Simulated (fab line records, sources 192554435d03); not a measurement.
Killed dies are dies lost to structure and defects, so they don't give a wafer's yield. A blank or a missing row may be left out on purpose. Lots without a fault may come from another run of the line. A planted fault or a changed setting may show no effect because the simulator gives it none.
fab line records | flow n5_finfet
record lots=10 wafers=27 last_day=18
route steps=1938 shown BEOL_M13@1694 BEOL_M14@1716 PASSIVATION@1936
lots that met no fault: from a run of the same line without faults
start_h: hours from the record's first day to the start of the lot's first wafer shown | wait_h: hours since the lot's step before | " the same as in the row above | L1.1+2: a row that stands for several wafers | - no value, or no start given | * or withheld: withheld | < > ~ a bound
route shown NAME@n: a module of which the file shows steps, and the number in the route of the first | usual: mean/standard deviation of fault-free wafers | same: alike in all rows | chamber/n: place in a boat | sites: the reading at each site | _std_site: their standard deviation | _edge_site: outer sites' mean less inner sites' | radius_mm: how far each site lies from the wafer's centre | mask NAME#n: copy n | behind: the tool/chamber that last shaped the wafer | hold: why the lot was held/for how many hours/how that ended | device: the transistor (n, p or np) that didn't switch | end of line: the same wafers' tests at the end of the route | a step without rows: its recipe alone | killed: dies lost to structure and defects at the first sort, not the wafer's yield | map: a wafer's dies, x killed, . not, _ none there
set.NAME: the setting as run; set.NAME@STEP: as run at that earlier step | model.NAME: the simulator's own value behind a step, which no gauge read
steps of the route over a sample of lots; a table a step, a row a wafer
services: from which hour (start_h, from the record's first day; less than 0 if before it) a tool's chamber was out of use, for how many hours, and why
## steps
# step N5_BEOL_M13_ETCH_68
# recipe chemistry=N2/H2 target=SOC mask_material=SiARC source_w=3000 bias_w=350 temp_c=40 time_s=355 ion_energy_ev=200 pressure_mtorr=30 n2_flow_sccm=200 h2_flow_sccm=200
# usual bias_w=349.9/1 chamber_pressure_mTorr=29.997/0.028 drypump_motor_current_A=5.65/0.27 oes_product_au=0.82/0.09 rf_vpp_V=523.8/2.6 showerhead_plenum_p_Torr=2.55/0.088 throttle_valve_pct=17.71/0.21
# columns lot.wafer tool chamber start_h wait_h bias_w chamber_pressure_mTorr drypump_motor_current_A oes_product_au rf_hours_counter_h rf_vpp_V showerhead_plenum_p_Torr throttle_valve_pct
L130.1 rie_diel-02 2 283.49 0.1 350.7 30.003 5.69 0.90 17 523.5 2.61 17.57
L130.2 " 3 " " 349.4 30.028 5.44 0.91 17 522.4 2.48 17.75
L130.5 " 2 " " 350.7 30.016 5.64 0.91 - 524.6 2.61 17.57
L133.1 rie_diel-04 2 283.93 0.1 349.2 30.011 5.77 0.91 16 523.5 2.51 17.51
L133.3 " 0 " " 350.0 29.984 5.70 0.70 212 523.5 2.50 18.05
L136.4 rie_diel-02 0 293.94 0.1 350.1 29.992 5.30 0.71 215 519.5 2.42 17.91
L136.5 " 3 " " 349.8 29.981 5.50 0.90 - 522.5 2.48 17.77
L135.1 rie_diel-02 0 295.81 0.1 349.9 30.042 5.30 0.70 216 517.9 2.42 17.90
L135.3 " 1 " " 349.1 30.061 5.85 0.91 12 524.4 2.62 17.35
L135.6 " 1 " " 350.0 29.980 5.87 0.91 - 525.1 2.62 17.36
L132.1 rie_diel-05 0 320.35 0.1 350.0 30.024 5.34 0.71 208 523.0 2.50 17.65
L132.4 " 1 " " 348.2 29.992 5.08 0.81 75 524.8 2.57 17.58
L132.5 " 3 " " 349.7 30.009 6.32 0.88 - 527.4 2.71 17.88
L137.3 rie_diel-02 1 330.01 0.1 349.8 29.967 5.83 0.88 21 525.8 2.61 17.39
L137.5 " 0 " " 351.2 29.989 5.29 0.69 - 519.1 2.41 17.94
L137.6 " 3 " " 349.8 29.987 5.48 0.86 - 521.4 2.48 17.80
L139.2 rie_diel-02 1 330.55 0.1 351.4 30.001 5.83 0.90 21 527.0 2.61 17.37
L139.3 " 3 " " 352.9 30.015 5.48 0.88 36 522.3 2.48 17.78
L139.5 " 2 " " 349.4 30.005 5.71 0.87 - 525.5 2.60 17.60
L147.2 rie_diel-04 3 377.45 0.1 348.6 30.003 5.52 0.91 18 528.1 2.71 17.82
L147.6 " 0 " " 348.1 30.005 5.70 0.68 - 522.7 2.49 18.10
L149.4 rie_diel-02 3 392.14 0.1 350.4 29.994 5.46 0.84 - 521.1 2.47 17.85
L149.5 " 1 " " 349.1 30.056 5.83 0.85 - 525.6 2.60 17.42
L149.6 " 2 " " 351.2 30.011 5.69 0.85 - 525.2 2.59 17.64
L150.1 rie_diel-04 2 399.82 0.1 350.0 30.017 5.75 0.84 56 522.3 2.49 17.58
L150.3 " 1 " " 350.2 29.984 5.93 0.68 239 526.5 2.63 17.91
L150.5 " 2 " " 350.1 30.014 5.78 0.85 - 522.8 2.49 17.58
# step N5_BEOL_M13_ETCH_38
# recipe chemistry=CF4/N2 target=SiCN target_depth_a=675 taper_deg=2 time_s=71.9 ion_energy_ev=150 mask_material=SiO2 pressure_mtorr=40 source_w=430 bias_w=70 Ar_flow_sccm=100 cf4_flow_sccm=60 n2_flow_sccm=60
# usual bias_w=69.99/0.21 chamber_pressure_mTorr=40.00/0.036 drypump_motor_current_A=5.7/0.34 mfc_ar_sccm=99.99/0.29 oes_product_au=0.78/0.092 rf_vpp_V=382.4/1.8 showerhead_plenum_p_Torr=2.22/0.07 throttle_valve_pct=15.40/0.22
# columns lot.wafer tool chamber start_h wait_h bias_w chamber_pressure_mTorr drypump_motor_current_A mfc_ar_sccm oes_product_au rf_hours_counter_h rf_vpp_V showerhead_plenum_p_Torr throttle_valve_pct
L130.1 rie_diel-02 2 284.48 - 70.07 40.05 5.7 99.87 0.93 17 382.5 2.26 15.07
L130.2 " 1 " " 69.87 40.05 5.9 100.17 0.91 9 382.8 2.26 15.01
L130.5 " 2 " " 69.64 40.02 5.7 99.91 0.91 - 383.0 2.26 15.06
L133.1 rie_diel-04 1 284.60 - 70.13 39.99 5.9 99.73 0.70 198 383.3 2.29 15.48
L133.3 " 0 " " 69.86 39.95 5.7 100.26 0.68 213 381.1 2.18 15.83
L136.4 rie_diel-04 1 299.17 - 69.78 39.97 6.0 99.94 0.70 202 383.8 2.29 15.49
L136.5 " 1 " " 69.82 40.05 5.9 100.40 0.69 - 384.1 2.28 15.49
L135.1 rie_diel-05 0 299.63 - 69.80 40.01 5.4 100.11 0.70 201 381.1 2.18 15.47
L135.3 " 3 " " 70.02 40.00 6.3 100.38 0.89 31 386.0 2.34 15.45
L135.6 " 2 " " 69.93 39.99 5.8 99.71 0.71 - 382.4 2.18 15.31
L132.1 rie_diel-05 2 322.65 - 69.62 40.03 5.9 100.00 0.72 193 381.4 2.18 15.33
L132.4 " 0 " " 70.17 40.02 5.3 99.94 0.70 209 382.5 2.18 15.49
L132.5 " 3 " " 69.95 40.00 6.3 99.81 0.87 - 385.5 2.34 15.46
L137.3 rie_diel-02 0 332.30 - 70.02 40.04 5.3 100.27 0.68 232 380.3 2.09 15.65
L137.5 " 1 " " 69.74 40.01 5.9 99.51 0.88 - 384.6 2.25 15.05
L137.6 " 0 " " 70.05 39.99 5.3 100.14 0.68 - 379.9 2.09 15.66
L139.2 rie_diel-04 0 339.36 - 70.00 40.02 5.7 100.39 0.66 232 380.3 2.17 15.87
L139.3 " 3 " " 70.25 40.00 5.5 99.96 0.96 5 386.4 2.34 15.40
L139.5 " 0 " " 70.22 39.97 5.7 100.28 0.67 - 382.7 2.17 15.86
L147.2 rie_diel-02 2 378.71 - 70.51 40.09 5.7 98.77 0.85 52 382.2 2.24 15.14
L147.6 " 3 " " 69.71 40.00 5.5 99.71 0.83 - 381.1 2.14 15.46
L149.4 rie_diel-05 1 392.59 - 70.08 40.03 5.1 99.85 0.79 96 383.4 2.23 15.30
L149.5 " 1 " " 69.86 40.02 5.1 99.79 0.80 - 383.4 2.23 15.33
L149.6 " 2 " " 70.58 40.06 5.9 100.90 0.70 - 381.4 2.18 15.36
L150.1 rie_diel-02 1 401.95 - 70.28 40.01 5.8 99.83 0.83 48 381.6 2.24 15.09
L150.3 " 3 " " 70.22 39.97 5.5 100.14 0.84 - 380.7 2.14 15.47
L150.5 " 1 " " 69.97 40.01 5.8 100.26 0.84 - 383.6 2.25 15.09
# step N5_BEOL_M13_THK_MEAS_50
# recipe thk_meas_gauge=xrf reads=Cu_of_BEOL_M13_ECD_47
# usual M13_THK=416/6.4
# columns lot.wafer tool chamber start_h wait_h M13_THK[nm]
L130.1 film_metro-02 - 286.07 - 411
L130.2 " - " " 425
L130.5 " - " " 411
L133.1 film_metro-02 - 286.55 - 424
L133.3 " - " " 406
L136.4 film_metro-02 - 300.69 - 418
L136.5 " - " " 430
L135.1 film_metro-02 - 301.54 - 411
L135.3 " - " " 415
L135.6 " - " " 414
L132.1 film_metro-02 - 324.20 - 422
L132.4 " - " " 421
L132.5 " - " " 422
L137.3 film_metro-02 - 333.81 - 420
L137.5 " - " " 419
L137.6 " - " " 427
L139.2 film_metro-02 - 341.19 - 415
L139.3 " - " " 425
L139.5 " - " " 415
L147.2 film_metro-01 - 381.89 - 417
L147.6 " - " " 403
L149.4 film_metro-01 - 395.62 - 414
L149.5 " - " " 413
L149.6 " - " " 415
L150.1 film_metro-01 - 403.53 - 417
L150.3 " - " " 412
L150.5 " - " " 417
# step N5_BEOL_M14_ILD_DEP_00
# recipe material=SiO2 target_thk_a=11193 temp_c=400 precursor=TEOS/O2 pressure_torr=6.5 rf_w=900 teos_flow_sccm=161.4 gas=O2 flow_sccm=2650 time_s=237.4
# usual heater_power_w=567/120 run_length_s=280.3/0.77 showerhead_plenum_p_Torr=8.35/0.037 throttle_valve_pct=18.5/0.53
# columns lot.wafer tool chamber start_h wait_h heater_power_w run_length_s showerhead_plenum_p_Torr throttle_valve_pct
L130.1 pecvd-04 1 286.27 0.0 627 281.8 8.29 17.7
L130.2 " 2 " " 498 279.8 8.35 18.3
L130.5 " 0 " " 830 280.6 8.39 18.9
L133.1 pecvd-02 1 286.74 0.0 643 279.1 8.32 19.0
L133.3 " 2 " " 489 281.4 8.37 18.2
L136.4 pecvd-04 0 300.98 0.1 672 280.8 8.40 19.1
L136.5 " 2 " " 452 279.9 8.38 18.3
L135.1 pecvd-04 1 301.73 0.0 674 281.1 8.27 18.1
L135.3 " 0 " " 742 280.5 8.41 19.2
L135.6 " 1 " " 531 281.2 8.29 18.1
L132.1 pecvd-02 0 324.39 0.0 454 279.5 8.34 18.7
L132.4 " 0 " " 495 279.7 8.35 18.6
L132.5 " 2 " " 406 280.8 8.36 18.2
L137.3 pecvd-04 0 334.00 0.0 695 315.3 8.39 18.8
L137.5 " 1 " " 531 281.3 8.30 17.9
L137.6 " 2 " " 458 280.1 8.36 18.2
L139.2 pecvd-04 2 341.38 0.0 606 279.9 8.35 18.2
L139.3 " 0 " " 798 315.8 8.41 18.9
L139.5 " 1 " " 685 281.6 8.29 17.6
L147.2 pecvd-03 1 382.08 0.0 615 280.2 8.37 19.5
L147.6 " 0 " " 528 279.6 8.32 18.4
L149.4 pecvd-04 2 395.91 0.1 584 280.4 8.35 18.5
L149.5 " 0 " " 822 280.8 8.37 19.2
L149.6 " 1 " " 533 281.4 8.28 17.6
L150.1 pecvd-04 2 403.73 0.0 590 280.5 8.38 18.5
L150.3 " 1 " " 613 281.1 8.30 17.8
L150.5 " 0 " " 654 281.3 8.39 19.2
# step N5_BEOL_M14_THK_MEAS_01
# recipe reads=SiO2_of_BEOL_M14_ILD_DEP_00
# usual M14_ILD_THK=1122/14
# columns lot.wafer tool chamber start_h wait_h M14_ILD_THK[nm]
L130.1 film_metro-01 - 286.46 0.1 1105
L130.2 " - " " 1116
L130.5 " - " " 1137
L133.1 film_metro-01 - 286.93 0.1 1120
L133.3 " - " " 1106
L136.4 film_metro-02 - 301.10 0.0 1168
L136.5 " - " " 1149
L135.1 film_metro-02 - 301.92 0.1 1124
L135.3 " - " " 1128
L135.6 " - " " 1135
L132.1 film_metro-02 - 324.58 0.1 1092
L132.4 " - " " 1126
L132.5 " - " " 1129
L137.3 film_metro-02 - 334.19 0.1 1281
L137.5 " - " " 1141
L137.6 " - " " 1145
L139.2 film_metro-02 - 341.57 0.1 1107
L139.3 " - " " 1286
L139.5 " - " " 1134
L147.2 film_metro-02 - 382.27 0.1 1119
L147.6 " - " " 1124
L149.4 film_metro-01 - 396.03 0.0 1135
L149.5 " - " " 1127
L149.6 " - " " 1124
L150.1 film_metro-02 - 403.91 0.1 1114
L150.3 " - " " 1097
L150.5 " - " " 1127
# step N5_PASSIVATION_PROBE_49
# usual defect_limited_yield=91.2/1.6 killed_at_M0_to_M3=35/11 killed_at_M4_up=14/5.4 killed_at_contacts=13/6 killed_at_front_end=38/11 killed_at_other=3.4/2.6 killed_dies=104/19 killed_open=68/13 killed_short=34/8.5 sort_bin_5_function=5.1/1 sort_bin_6_memory=3.3/0.72 sort_bin_8_speed=0.1/0.9 sort_n_pass=1075/22 sort_yield_pct=91.1/1.9
# same gross_dies=1180 killed_at_back_side=0 sort_bin_4_leakage[%]=0
# columns lot.wafer tool chamber start_h wait_h defect_limited_yield[%] killed_at_M0_to_M3 killed_at_M4_up killed_at_contacts killed_at_front_end killed_at_other killed_dies killed_open killed_short sort_bin_5_function[%] sort_bin_6_memory[%] sort_bin_8_speed[%] sort_n_pass sort_yield_pct[%]
L147.2 prober-01 - 414.94 0.1 88.6 34 25 10 62 4 135 88 39 7.1 3.4 0 1045 88.6
L147.6 prober-01 - 415.14 0.3 90.3 34 22 12 42 5 115 80 35 5.8 3.3 0 1065 90.3
# killed by level:class
L147.2 FIN_SAQP:geometric_particle:open=16 FIN_SAQP:geometric_particle:short=12 MOL_CONTACT_COAG:geometric_particle:open=10 BEOL_M0_SAQP:geometric_particle:open=10 BEOL_M0_SAQP:geometric_particle:short=9 BEOL_M4:geometric_particle:open=9 HKMG_FIN:area_etch=8 STI_FIN_REVEAL:geometric_particle:open=7
L147.6 MOL_CONTACT_COAG:geometric_particle:open=12 BEOL_M4:geometric_particle:open=11 FIN_SAQP:geometric_particle:short=10 FIN_SAQP:geometric_particle:open=7 STI_FIN_REVEAL:geometric_particle:open=7 BEOL_M0_SAQP:geometric_particle:open=7 BEOL_M0_SAQP:geometric_particle:short=6 BEOL_M1:geometric_particle:open=6
## services
# columns tool chamber start_h hours kind
rie_diel-02 3 261.30 17.6 repair
pecvd-02 1 295.80 5.9 repair
rie_diel-04 3 301.26 - clean
rie_diel-04 3 301.26 - consumable_replace:focus_ring
rie_diel-04 3 301.26 - consumable_replace:showerhead
rie_diel-04 3 301.26 23.8 scheduled_down
rie_diel-04 3 301.26 23.8 vent_cycle
rie_diel-02 1 307.24 11.4 repair
pecvd-04 0 308.86 2.1 scheduled_down
rie_diel-05 - 330.98 14.6 pm
pecvd-03 - 352.80 0.8 pm
pecvd-04 - 357.00 0.6 repair
rie_diel-02 0 377.97 - clean
rie_diel-02 0 377.97 - consumable_replace:focus_ring
rie_diel-02 0 377.97 - consumable_replace:showerhead
rie_diel-02 0 377.97 28.3 scheduled_down
rie_diel-02 0 377.97 28.3 vent_cycle
rie_diel-05 - 379.52 0.5 repair
rie_diel-02 3 381.15 5.7 repair
rie_diel-04 0 389.62 - clean
rie_diel-04 0 389.62 - consumable_replace:focus_ring
rie_diel-04 0 389.62 32.8 scheduled_down
pecvd-03 - 397.30 2.8 pm
rie_diel-02 2 400.52 7.9 repair
## key
first_sign step=N5_BEOL_M14_ILD_DEP_00 reading=run_length_s direction=up sigmas=46 usual=* struck=*
effect step=N5_BEOL_M14_THK_MEAS_01 reading=M14_ILD_THK direction=up sigmas=11 usual=1122 struck=1284
met_at N5_BEOL_M14_ILD_DEP_00
struck_lots L137,L139
struck_wafers L137.3,L139.3
not_acting_at N5_BEOL_M13_ETCH_68,N5_BEOL_M13_ETCH_38,N5_BEOL_M13_THK_MEAS_50
onset_between 301.73 334.00
fault kind=process_parameter_drift tool=pecvd-04 chamber=- onset_h=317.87 steps=N5_BEOL_M14_ILD_DEP_00 channel=time_s offset=* shape=step end_h=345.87 scope=struck_wafers_only acts_in=* stated=*
